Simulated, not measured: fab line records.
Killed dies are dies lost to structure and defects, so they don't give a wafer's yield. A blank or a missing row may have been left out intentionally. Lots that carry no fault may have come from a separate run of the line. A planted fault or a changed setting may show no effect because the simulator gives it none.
Split-lot trial + flow n5-finfet + 7 lots, 21 wafers read, on a route of 1938 steps

## THE SPLIT ITSELF
At N5_SD_EPI_N_PEB_07 (peb time 60 s), the setting peb-temp-c was moved away from the recipe's 110 C on 9 of the 21 wafers read, by -1.4% to +2.9%. For the rest of the wafers, this setting stayed at what the recipe calls for.

## FROM THE SPLIT ON TO THE READING: in between, the file shows 1 step
- N5_SD_EPI_N_DEVELOP_08: develop time 30 s

## THE READING
cd-nm (nm) at N5_SD_EPI_N_CD_MEAS_09, where the cd target is 120 nm. A value of 120.0 nm with a standard deviation of 0.61 nm is what fault-free wafers of this fab line usually give.

| wafer  | tool, chamber at the split | peb-temp-c as run, C | against the recipe | cd-nm, nm | against lot-mates on the recipe |
|--------|----------------------------|----------------------|--------------------|-----------|---------------------------------|
| L077.2 | litho-track-03, 0          | 110                  | recipe             | 119.8     | -                               |
| L077.4 | litho-track-03, 0          | 113.2                | +2.9%              | 127.9     | +8.1                            |
| L077.6 | litho-track-03, 0          | 113.2                | +2.9%              | 127.3     | +7.5                            |
| L078.1 | litho-track-05, 0          | 108.8                | -1.1%              | 116.9     | -2.3                            |
| L078.5 | litho-track-05, 0          | 110                  | recipe             | 119.2     | -                               |
| L078.6 | litho-track-05, 0          | 108.8                | -1.1%              | 116.7     | -2.5                            |
| L079.4 | litho-track-05, 0          | 110                  | recipe             | 120.4     | -                               |
| L079.5 | litho-track-05, 0          | 110                  | recipe             | 119.4     | -                               |
| L079.6 | litho-track-05, 0          | 110                  | recipe             | 120.5     | -                               |
| L082.1 | litho-track-03, 0          | 110                  | recipe             | 120.2     | -                               |
| L082.4 | litho-track-03, 0          | 108.8                | -1.1%              | 116.9     | -3.3                            |
| L082.6 | litho-track-03, 0          | 108.8                | -1.1%              | 116.0     | -4.2                            |
| L084.3 | litho-track-03, 0          | 108.5                | -1.4%              | 115.4     | -4.3                            |
| L084.4 | litho-track-03, 0          | 108.5                | -1.4%              | 115.4     | -4.3                            |
| L084.5 | litho-track-03, 0          | 110                  | recipe             | 119.7     | -                               |
| L086.2 | litho-track-03, 0          | 110                  | recipe             | 120.4     | -                               |
| L086.3 | litho-track-03, 0          | 110                  | recipe             | 120.1     | -                               |
| L086.4 | litho-track-03, 0          | 110                  | recipe             | 120.6     | -                               |
| L089.1 | litho-track-04, 0          | 108.9                | -1.0%              | 116.7     | -4.5                            |
| L089.3 | litho-track-04, 0          | 110                  | recipe             | 121.0     | -                               |
| L089.5 | litho-track-04, 0          | 110                  | recipe             | 121.4     | -                               |

THE FIT
A straight line over all 21 wafers: cd-nm changes by +2.83 nm for each +1% of peb-temp-c; r = +0.98; the points scatter about the line by 0.65 nm.
The same after taking each lot's own level away (the mean of its wafers on the recipe; 21 wafers): +2.83 nm for each +1%; r = +0.99; scatter 0.58 nm.
That fit puts the effect of the largest move of peb-temp-c on the reading at 8.2 nm.
The span of the lots' own levels, 119.20 to 121.20 nm, comes to 3.3 times the standard deviation stated above.
The two slopes agree, so the slope changes little with the lot-to-lot level.
Check: for one of the wafers moved furthest among these (+2.9%), held out of the fit, the line's prediction against its lot-mates is +8.04 nm. It came out at +8.1 nm against them.

## ADDITIONAL SPLITS CARRIED BY THESE WAFERS
Note: prior to the reading, these wafers also went through further splits. Each is held against what the fit with the lots' levels taken away leaves over:
| other split on the same wafers | wafers away from the commonest value | r with cd-nm (lot level and that fit taken away) |
|--------------------------------|--------------------------------------|--------------------------------------------------|
| N5_FIN_CUT_COAT_02 spin-rpm    | 7                                    | +0.11                                            |
| N5_DUMMY_GATE_COAT_28 spin-rpm | 12                                   | -0.47                                            |
| N5_DUMMY_GATE_COAT_09 spin-rpm | 6                                    | -0.54                                            |

## THE WHOLE CHAIN: every reading that the file lists as answering this split, in the file's order
| step                   | what it does                                     | reading                                                         | change (the file's fit)              | r (the file's) |
|------------------------|--------------------------------------------------|-----------------------------------------------------------------|--------------------------------------|----------------|
| N5_SD_EPI_N_CD_MEAS_09 | target cd 120 nm                                 | cd-nm                                                           | +2.9 nm for each +1% of the setting  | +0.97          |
| N5_SD_EPI_N_DESCUM_14  | chemistry O2, time 7.9 s                         | SD_EPI_N.cd-nm (the simulator's own value, which no gauge read) | +2.91 nm for each +1% of the setting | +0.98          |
| N5_SD_EPI_N_ETCH_35    | etches SOC in N2/H2, overetch 108 nm, time 486 s | SD_EPI_N.cd-nm (the simulator's own value, which no gauge read) | +2.63 nm for each +1% of the setting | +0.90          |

## FILE'S OWN FIT
cd-nm changes by +2.9 nm for each +1% of peb-temp-c, r = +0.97.
